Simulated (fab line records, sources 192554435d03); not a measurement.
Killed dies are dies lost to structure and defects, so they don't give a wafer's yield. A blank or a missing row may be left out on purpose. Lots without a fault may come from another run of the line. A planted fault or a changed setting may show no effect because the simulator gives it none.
Split-lot experiment | flow n5_finfet | 7 lots, 39 wafers read, on a route of 1938 steps

THE SPLIT
At N5_DUMMY_GATE_ETCH_42 (etches SiO2 in CHF3/O2, target depth 3.5 nm, time 31 s), the setting bias_w was moved away from the recipe's 12 W on 15 of the 39 wafers read, by -18.9% to +11.4%. The other wafers ran this setting at the recipe's value.

The reading is taken at the split's own step.

THE READING
rf_vpp_V, in V, at N5_DUMMY_GATE_ETCH_42 (etches SiO2 in CHF3/O2, target depth 3.5 nm, time 31 s). Fault-free wafers of this fab line usually give 42.5 V, standard deviation 0.86 V.

wafer  | tool, chamber at the split | bias_w as run, W | against the recipe | rf_vpp_V, V | against lot-mates on the recipe
L076.1 | rie_diel-04, 2             | 9.735            | -18.9%             | 36.3        | -5.8
L076.2 | rie_diel-04, 3             | 12               | recipe             | 42.2        | -
L076.3 | rie_diel-04, 1             | 12               | recipe             | 41.2        | -
L076.4 | rie_diel-04, 0             | 9.735            | -18.9%             | 36.0        | -6.1
L076.5 | rie_diel-04, 3             | 12               | recipe             | 42.9        | -
L076.6 | rie_diel-04, 0             | 9.735            | -18.9%             | 35.8        | -6.3
L082.3 | rie_diel-03, 1             | 12               | recipe             | 42.1        | -
L082.4 | rie_diel-03, 0             | 12               | recipe             | 42.6        | -
L082.5 | rie_diel-03, 3             | 12               | recipe             | 44.3        | -
L083.1 | rie_diel-04, 2             | 12               | recipe             | 41.1        | -
L083.2 | rie_diel-04, 1             | 12               | recipe             | 41.8        | -
L083.3 | rie_diel-04, 0             | 12               | recipe             | 42.5        | -
L083.4 | rie_diel-04, 3             | 12               | recipe             | 43.8        | -
L083.5 | rie_diel-04, 1             | 12               | recipe             | 42.1        | -
L083.6 | rie_diel-04, 2             | 12               | recipe             | 44.0        | -
L087.1 | rie_diel-03, 3             | 12               | recipe             | 42.1        | -
L087.2 | rie_diel-03, 2             | 13.37            | +11.4%             | 45.9        | +3.1
L087.3 | rie_diel-03, 0             | 12               | recipe             | 42.4        | -
L087.4 | rie_diel-03, 1             | 13.37            | +11.4%             | 47.7        | +4.9
L087.5 | rie_diel-03, 3             | 13.37            | +11.4%             | 46.2        | +3.4
L087.6 | rie_diel-03, 2             | 12               | recipe             | 43.9        | -
L089.1 | rie_diel-03, 3             | 10.44            | -13.0%             | 37.9        | -5.1
L089.2 | rie_diel-03, 1             | 10.44            | -13.0%             | 38.6        | -4.4
L089.3 | rie_diel-03, 2             | 10.44            | -13.0%             | 39.7        | -3.3
L089.4 | rie_diel-03, 0             | 12               | recipe             | 42.5        | -
L089.5 | rie_diel-03, 1             | 12               | recipe             | 43.3        | -
L089.6 | rie_diel-03, 2             | 12               | recipe             | 43.1        | -
L090.1 | rie_diel-03, 1             | 12               | recipe             | 42.1        | -
L090.2 | rie_diel-03, 3             | 12               | recipe             | 43.1        | -
L090.3 | rie_diel-03, 0             | 9.904            | -17.5%             | 36.8        | -6.2
L090.4 | rie_diel-03, 2             | 9.904            | -17.5%             | 37.2        | -5.8
L090.5 | rie_diel-03, 3             | 12               | recipe             | 43.9        | -
L090.6 | rie_diel-03, 0             | 9.904            | -17.5%             | 36.9        | -6.1
L096.1 | rie_diel-04, 2             | 13.23            | +10.3%             | 45.7        | +2.4
L096.2 | rie_diel-04, 1             | 12               | recipe             | 43.3        | -
L096.3 | rie_diel-04, 0             | 13.23            | +10.3%             | 43.4        | +0.1
L096.4 | rie_diel-04, 2             | 13.23            | +10.3%             | 46.8        | +3.5
L096.5 | rie_diel-04, 1             | 12               | recipe             | 43.6        | -
L096.6 | rie_diel-04, 0             | 12               | recipe             | 42.9        | -

THE FIT
A straight line over all 39 wafers: rf_vpp_V changes by +0.327 V for each +1% of bias_w; r = +0.96; the points scatter about the line by 0.9 V.
The same after taking each lot's own level away (the mean of its wafers on the recipe; 39 wafers): +0.315 V for each +1%; r = +0.95; scatter 0.89 V.
On that fit, the largest move of bias_w shifts the reading by 5.9 V.
The lots' own levels span 42.10 to 43.27 V, that is 1.4 times the standard deviation above.
So the lot-to-lot level changes the slope little: the two slopes agree.
Check: with one of the wafers moved furthest among these (-18.9%) left out of the fit, the line predicts -6.13 V for it against its lot-mates. It came out at -5.8 V against them.
Tool readings at the split's step, against how far the setting was moved: rf_vpp_V r = +0.96.

OTHER SPLITS ON THESE WAFERS
These wafers also went through other splits before the reading. Each is held against what the fit with the lots' levels taken away leaves over:
other split on the same wafers       | wafers away from the commonest value | r with rf_vpp_V (lot level and that fit taken away)
N5_WELL_APT_IMPLANT_32 energy_kev    | 9                                    | -0.16
N5_FIN_SAQP_ETCH_65 time_s           | 12                                   | -0.06
N5_FIN_CUT_ETCH_21 time_s            | 9                                    | +0.05
N5_DUMMY_GATE_ETCH_37 source_w       | 15                                   | +0.15
N5_DUMMY_GATE_ETCH_31 target_depth_a | 12                                   | -0.01

THE FILE'S OWN FIT
rf_vpp_V changes by +0.32 V for each +1% of bias_w, r = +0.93.
